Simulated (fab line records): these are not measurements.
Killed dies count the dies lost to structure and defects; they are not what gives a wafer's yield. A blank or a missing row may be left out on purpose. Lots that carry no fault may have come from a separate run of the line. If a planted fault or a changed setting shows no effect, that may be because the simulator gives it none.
fab line records	flow n5-finfet
record: lots: 10	wafers: 30	last-day: 18
route steps=1938 shown SD_EPI_N@293 SD_ACTIVATION@331 ILD0@341 BEOL_M4@1111
lots that met no fault: from a run of the same line without faults
start-h: the number of hours between the record's first day and the start of the first shown wafer of the lot	wait-h: hours from the lot's prior step to this one	" as in the row above	L1.1+2: several wafers, shown together as one row	- no value, or no start was given	* or withheld: withheld	< > ~ a bound
route shown NAME@n: NAME is a module with steps in the file, n the number in the route of the first one	usual: mean/standard deviation of fault-free wafers	same: alike in all rows	chamber/n: place in a boat	sites: the reading at each site	_std_site: how widely they spread, as a standard deviation	_edge_site: the outer-site mean with the inner-site mean subtracted	radius-mm: how far each site lies from the wafer's centre	mask NAME#n: copy n	behind: the most recent tool/chamber to have shaped the wafer	hold: why the lot was held/for how many hours/how that ended	device: the n, p or np transistor that did not switch	end of line: tests run on the same wafers once the route is complete	a step with no rows: only its recipe	killed: dies that structure and defects cost at the first sort, which is not the same as the wafer's yield	map: shows each die of a wafer: x if killed, . if not, _ if none is there
set.NAME: the setting that was run; set.NAME@STEP: the one run at that earlier step	model.NAME: the simulator's own value behind a step, which no gauge read
a sample of lots followed through the steps of the route, with each step as a table and each wafer as a row
services: a tool's chamber out of use, with start hour (start-h, from the record's first day; less than 0 if before it), hours out, and reason
== steps ==
step: N5_SD_EPI_N_LINER_46
recipe: material: SiNx	target-thk-a: 30	temp-c: 400	ald-precursor-family: SiH2I2	ald-co-reactant: N2/H2-plasma	pressure-torr: 2
usual: heater-power-w: 830/81
lot.wafer	tool	chamber	start-h	wait-h	heater-power-w
L983.1	ald-sin-03	2	59.34	0.2	814
L983.4	"	3	"	"	767
L983.5	"	0	"	"	912
L986.1	ald-sin-01	1	78.83	0.2	856
L986.5	"	0	"	"	839
L986.6	"	1	"	"	903
L990.1	ald-sin-03	2	98.47	0.2	785
L990.2	"	0	"	"	893
L990.5	"	1	"	"	848
L992.1	ald-sin-03	0	111.22	0.8	907
L992.2	"	3	"	"	742
L992.5	"	0	"	"	907
L994.2	ald-sin-03	0	121.11	0.4	912
L994.5	"	0	"	"	922
L994.6	"	3	"	"	738
L996.3	ald-sin-02	1	129.45	0.1	760
L996.5	"	3	"	"	670
L996.6	"	2	"	"	831
L999.1	ald-sin-01	2	148.78	0.2	785
L999.4	"	1	"	"	875
L999.5	"	3	"	"	818
L101.1	ald-sin-02	3	161.44	0.7	663
L101.4	"	0	"	"	1035
L101.5	"	3	"	"	659
L103.1	ald-sin-01	0	174.97	0.2	825
L103.5	"	0	"	"	828
L103.6	"	3	"	"	822
L106.2	ald-sin-02	1	193.96	0.1	770
L106.4	"	3	"	"	664
L106.6	"	2	"	"	842
step: N5_SD_ACTIVATION_LSA_01
recipe: temp-c: 1080	time-s: 0.0008	ambient: N2
usual: wafer_temp_C_max: 1083.5/0.9
lot.wafer	tool	chamber	start-h	wait-h	wafer_temp_C_max
L983.1	laser-anneal-02	0	65.12	0.2	1083.9
L983.4	"	0	"	"	1084.9
L983.5	"	0	"	"	1084.5
L986.1	laser-anneal-01	0	85.48	0.2	1082.8
L986.5	"	0	"	"	1083.8
L986.6	"	0	"	"	1083.7
L990.1	laser-anneal-02	0	103.04	0.2	1083.1
L990.2	"	0	"	"	1083.5
L990.5	"	0	"	"	1083.7
L992.1	laser-anneal-02	0	116.17	0.2	1083.6
L992.2	"	0	"	"	1083.9
L992.5	"	0	"	"	1084.2
L994.2	laser-anneal-02	0	127.94	0.2	1084.5
L994.5	"	0	"	"	1083.4
L994.6	"	0	"	"	1084.9
L996.3	laser-anneal-02	0	134.37	0.2	1085.6
L996.5	"	0	"	"	1083.3
L996.6	"	0	"	"	1084.8
L999.1	laser-anneal-01	0	154.20	0.2	1083.3
L999.4	"	0	"	"	1081.7
L999.5	"	0	"	"	1083.3
L101.1	laser-anneal-01	0	168.23	0.2	1083.3
L101.4	"	0	"	"	1082.3
L101.5	"	0	"	"	1082.6
L103.1	laser-anneal-01	0	179.96	0.2	1083.9
L103.5	"	0	"	"	1083.0
L103.6	"	0	"	"	1083.4
L106.2	laser-anneal-02	0	198.73	0.2	1083.7
L106.4	"	0	"	"	1083.0
L106.6	"	0	"	"	1085.1
step: N5_SD_ACTIVATION_RS_MEAS_03
recipe: thk-meas-gauge: four-point-probe
usual: RS_SD_N: 21.86/0.23	RS_SD_P: 55.8/0.89
lot.wafer	tool	chamber	start-h	wait-h	RS_SD_N[ohm/sq]	RS_SD_P[ohm/sq]
L983.1	film-metro-01	-	65.33	0.2	21.94	55.3
L983.4	"	-	"	"	22.16	53.8
L983.5	"	-	"	"	21.96	54.8
L986.1	film-metro-02	-	85.69	0.2	21.94	55.8
L986.5	"	-	"	"	21.75	55.2
L986.6	"	-	"	"	22.12	54.5
L990.1	film-metro-02	-	103.24	0.2	22.02	56.9
L990.2	"	-	"	"	21.76	55.9
L990.5	"	-	"	"	21.68	56.1
L992.1	film-metro-01	-	116.38	0.2	22.27	56.0
L992.2	"	-	"	"	21.94	56.4
L992.5	"	-	"	"	20.08	55.9
L994.2	film-metro-01	-	128.14	0.2	21.68	55.9
L994.5	"	-	"	"	20.06	55.2
L994.6	"	-	"	"	20.13	55.6
L996.3	film-metro-02	-	134.56	0.2	20.15	55.9
L996.5	"	-	"	"	20.34	56.0
L996.6	"	-	"	"	20.13	55.7
L999.1	film-metro-01	-	154.40	0.2	21.80	55.6
L999.4	"	-	"	"	21.75	54.7
L999.5	"	-	"	"	21.86	55.1
L101.1	film-metro-01	-	168.44	0.2	22.11	55.7
L101.4	"	-	"	"	21.90	55.5
L101.5	"	-	"	"	22.06	55.8
L103.1	film-metro-02	-	180.17	0.2	21.60	55.2
L103.5	"	-	"	"	21.75	55.3
L103.6	"	-	"	"	21.49	55.5
L106.2	film-metro-02	-	198.93	0.2	22.28	55.2
L106.4	"	-	"	"	21.79	55.4
L106.6	"	-	"	"	22.00	56.1
step: N5_ILD0_THK_MEAS_08
usual: thk-nm: 139.0/0.9
lot.wafer	tool	chamber	start-h	wait-h	thk-nm
L983.1	film-metro-01	-	68.67	-	138.2
L983.4	"	-	"	"	138.6
L983.5	"	-	"	"	138.1
L986.1	film-metro-01	-	89.39	-	137.9
L986.5	"	-	"	"	138.1
L986.6	"	-	"	"	137.7
L990.1	film-metro-01	-	106.58	-	140.0
L990.2	"	-	"	"	137.9
L990.5	"	-	"	"	138.4
L992.1	film-metro-02	-	119.72	-	138.6
L992.2	"	-	"	"	138.6
L992.5	"	-	"	"	137.6
L994.2	film-metro-02	-	131.46	-	138.7
L994.5	"	-	"	"	138.7
L994.6	"	-	"	"	139.4
L996.3	film-metro-01	-	137.86	-	137.7
L996.5	"	-	"	"	139.0
L996.6	"	-	"	"	137.4
L999.1	film-metro-02	-	157.94	-	138.5
L999.4	"	-	"	"	140.8
L999.5	"	-	"	"	139.7
L101.1	film-metro-02	-	171.96	-	139.1
L101.4	"	-	"	"	138.0
L101.5	"	-	"	"	138.5
L103.1	film-metro-01	-	183.53	-	138.8
L103.5	"	-	"	"	139.5
L103.6	"	-	"	"	138.0
L106.2	film-metro-02	-	202.27	-	138.0
L106.4	"	-	"	"	137.4
L106.6	"	-	"	"	138.1
step: N5_ILD0_THK_MEAS_13
usual: thk-nm: 17.8/0.82
lot.wafer	tool	chamber	start-h	wait-h	thk-nm
L983.1	film-metro-02	-	71.88	-	18.9
L983.4	"	-	"	"	17.0
L983.5	"	-	"	"	17.5
L986.1	film-metro-01	-	92.60	-	17.7
L986.5	"	-	"	"	18.2
L986.6	"	-	"	"	18.2
L990.1	film-metro-01	-	109.81	-	17.6
L990.2	"	-	"	"	18.3
L990.5	"	-	"	"	18.6
L992.1	film-metro-02	-	122.93	-	18.5
L992.2	"	-	"	"	18.0
L992.5	"	-	"	"	18.0
L994.2	film-metro-01	-	134.67	-	17.3
L994.5	"	-	"	"	17.5
L994.6	"	-	"	"	16.5
L996.3	film-metro-01	-	141.24	-	17.5
L996.5	"	-	"	"	18.4
L996.6	"	-	"	"	17.6
L999.1	film-metro-02	-	161.16	-	18.7
L999.4	"	-	"	"	18.0
L999.5	"	-	"	"	18.9
L101.1	film-metro-01	-	175.42	-	18.0
L101.4	"	-	"	"	17.5
L101.5	"	-	"	"	16.0
L103.1	film-metro-01	-	186.75	-	19.2
L103.5	"	-	"	"	17.4
L103.6	"	-	"	"	18.8
L106.2	film-metro-01	-	205.49	-	17.9
L106.4	"	-	"	"	17.9
L106.6	"	-	"	"	18.2
step: N5_BEOL_M4_RC_MEAS_101
usual: DIBL_N: 36.3/1.2	DIBL_P: 36.3/1.4	IOFF_N: 0.157/0.02	IOFF_P: 0.22/0.033	ION_N: 675/9.6	ION_P: 465/8.2	RC_DENSE_N: 19.0/0.35	RC_N: 15.47/0.28	RS_SD_N: 28.3/0.33	SS_N: 71.4/0.45	SS_P: 73.3/0.54	VT_N: 249.8/2.5	VT_P: -249/3.2
lot.wafer	tool	chamber	start-h	wait-h	DIBL_N[mV/V]	DIBL_P[mV/V]	IOFF_N[nA/um]	IOFF_P[nA/um]	ION_N[uA/um]	ION_P[uA/um]	RC_DENSE_N[ohm.um]	RC_N[ohm.um]	RS_SD_N[ohm/sq]	SS_N[mV/dec]	SS_P[mV/dec]	VT_N[mV]	VT_P[mV]
L983.1	prober-01	0	170.35	0.0	37.2	38.5	0.169	0.23	681	466	18.6	15.19	28.4	71.4	72.8	246.2	-249
L983.4	"	0	"	"	36.6	37.3	0.150	0.21	676	467	18.4	15.07	28.9	71.6	72.7	249.8	-251
L983.5	"	0	"	"	35.3	36.4	0.137	0.20	661	457	18.8	15.48	28.6	71.5	73.0	251.9	-252
L986.1	prober-01	0	215.64	0.0	36.5	35.2	0.145	0.20	677	465	18.8	15.33	28.6	71.7	73.1	253.5	-251
L986.5	"	0	"	"	37.5	37.4	0.176	0.24	690	477	18.5	15.15	27.8	71.7	73.4	246.0	-247
L986.6	"	0	"	"	36.6	34.6	0.138	0.19	674	460	19.0	15.37	28.5	71.2	73.4	252.7	-251
L992.1	prober-01	0	232.27	0.4	34.2	35.7	0.151	0.23	686	468	18.9	15.44	28.6	71.2	72.6	248.1	-247
L992.2	"	0	"	"	34.5	36.1	0.159	0.23	670	470	18.8	15.25	28.6	71.8	72.4	245.6	-248
L992.5	"	0	"	"	35.5	37.6	0.182	0.26	696	476	17.8	14.35	26.6	71.7	72.8	246.9	-246
L990.1	prober-02	0	234.49	0.0	37.6	37.5	0.184	0.22	686	470	19.1	15.89	28.6	71.3	73.1	244.6	-247
L990.2	"	0	"	"	35.8	34.8	0.135	0.17	662	449	19.5	15.83	28.3	71.1	72.5	250.2	-251
L990.5	"	0	"	"	35.3	34.3	0.135	0.17	664	458	18.9	15.63	28.1	71.0	72.0	251.1	-251
L996.3	prober-01	0	252.24	0.3	34.8	34.9	0.159	0.19	683	468	17.6	14.33	26.1	71.6	73.8	249.1	-252
L996.5	"	0	"	"	34.5	34.3	0.149	0.18	686	459	17.0	13.96	26.4	70.7	72.8	247.4	-254
L996.6	"	0	"	"	34.0	34.0	0.144	0.17	674	459	17.4	14.19	26.3	71.6	73.0	248.6	-256
L994.2	prober-01	0	263.83	0.2	37.4	38.4	0.177	0.21	680	462	19.0	15.37	28.3	72.0	73.6	248.5	-253
L994.5	"	0	"	"	36.8	37.0	0.161	0.18	674	459	17.8	14.55	26.5	71.7	73.1	249.1	-253
L994.6	"	0	"	"	37.1	36.2	0.157	0.18	669	452	17.6	14.29	26.6	72.1	73.3	250.0	-254
L999.1	prober-02	0	274.00	0.0	36.0	35.9	0.160	0.20	683	463	19.1	15.53	27.8	71.2	73.4	249.9	-250
L999.4	"	0	"	"	36.0	36.1	0.152	0.20	672	461	19.1	15.64	28.1	71.7	72.8	249.2	-252
L999.5	"	0	"	"	36.0	36.1	0.159	0.20	685	463	19.0	15.54	27.8	71.2	72.5	248.5	-251
L101.1	prober-01	0	299.75	0.0	35.0	33.2	0.123	0.15	654	443	19.4	15.83	28.5	70.7	73.8	256.3	-256
L101.4	"	0	"	"	35.9	34.8	0.141	0.17	665	450	19.1	15.55	28.9	71.5	73.9	254.5	-258
L101.5	"	0	"	"	35.8	34.6	0.130	0.17	650	442	19.5	15.86	28.4	71.2	73.9	257.1	-256
L103.1	prober-02	0	308.98	0.0	38.3	38.4	0.206	0.26	675	463	18.8	15.44	28.0	72.1	74.6	247.8	-247
L103.5	"	0	"	"	37.7	38.6	0.195	0.26	675	467	19.5	15.80	28.3	72.2	73.5	247.5	-249
L103.6	"	0	"	"	38.1	38.6	0.199	0.26	692	474	19.2	15.76	27.8	71.5	73.9	244.4	-245
L106.2	prober-02	0	331.82	0.2	38.2	39.2	0.187	0.29	688	471	18.7	15.27	28.4	71.6	74.1	249.0	-242
L106.4	"	0	"	"	34.8	34.9	0.119	0.20	665	470	18.5	15.04	28.1	70.4	72.6	251.8	-248
L106.6	"	0	"	"	39.5	40.7	0.208	0.34	685	478	18.7	15.21	28.4	71.7	74.1	247.2	-243
== services ==
tool	chamber	start-h	hours	kind
ald-sin-01	-	52.18	6.0	pm
ald-sin-02	2	66.15	-	calibration
laser-anneal-02	-	67.29	7.7	pm
ald-sin-02	-	85.25	14.0	pm
ald-sin-02	0	85.25	14.0	vent-cycle
ald-sin-02	1	85.25	14.0	vent-cycle
ald-sin-02	2	85.25	14.0	vent-cycle
ald-sin-02	3	85.25	14.0	vent-cycle
laser-anneal-01	-	85.66	1.9	pm
ald-sin-01	3	89.03	4.4	repair
ald-sin-02	0	99.25	-	clean
ald-sin-02	1	99.25	-	clean
ald-sin-02	2	99.25	-	clean
laser-anneal-02	-	110.41	1.5	pm
ald-sin-03	-	176.81	14.0	pm
ald-sin-03	0	176.81	14.0	vent-cycle
ald-sin-03	1	176.81	14.0	vent-cycle
ald-sin-03	2	176.81	18.7	vent-cycle
ald-sin-03	3	176.81	14.0	vent-cycle
ald-sin-01	-	189.68	4.3	pm
ald-sin-03	0	190.81	-	clean
ald-sin-03	1	190.81	-	clean
ald-sin-03	3	190.81	-	clean
laser-anneal-01	-	195.11	1.2	repair
== key ==
first-sign: step: N5_SD_ACTIVATION_RS_MEAS_03	reading: RS_SD_N	direction: down	sigmas: 7.4	usual: 21.86	struck: 20.15
effect: step: N5_BEOL_M4_RC_MEAS_101	reading: RS_SD_N	direction: down	sigmas: 5.7	usual: 28.3	struck: 26.4
effect: step: N5_BEOL_M4_RC_MEAS_101	reading: RC_N	direction: down	sigmas: 4.2	usual: 15.47	struck: 14.28
effect: step: N5_BEOL_M4_RC_MEAS_101	reading: RC_DENSE_N	direction: down	sigmas: 4	usual: 19.0	struck: 17.5
met-at N5_SD_ACTIVATION_LSA_01
struck-lots L992,L994,L996
struck-wafers L992.5,L994.5,L994.6,L996.3,L996.5,L996.6
not-acting-at N5_SD_EPI_N_LINER_46,N5_ILD0_THK_MEAS_08,N5_ILD0_THK_MEAS_13
onset-between 103.04 116.17
fault: kind: process-parameter-drift	tool: laser-anneal-02	chamber: -	onset-h: 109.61	steps: N5_SD_ACTIVATION_LSA_01	channel: time-s	offset: *	shape: step	end-h: 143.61	scope: struck-wafers-only	stated: *
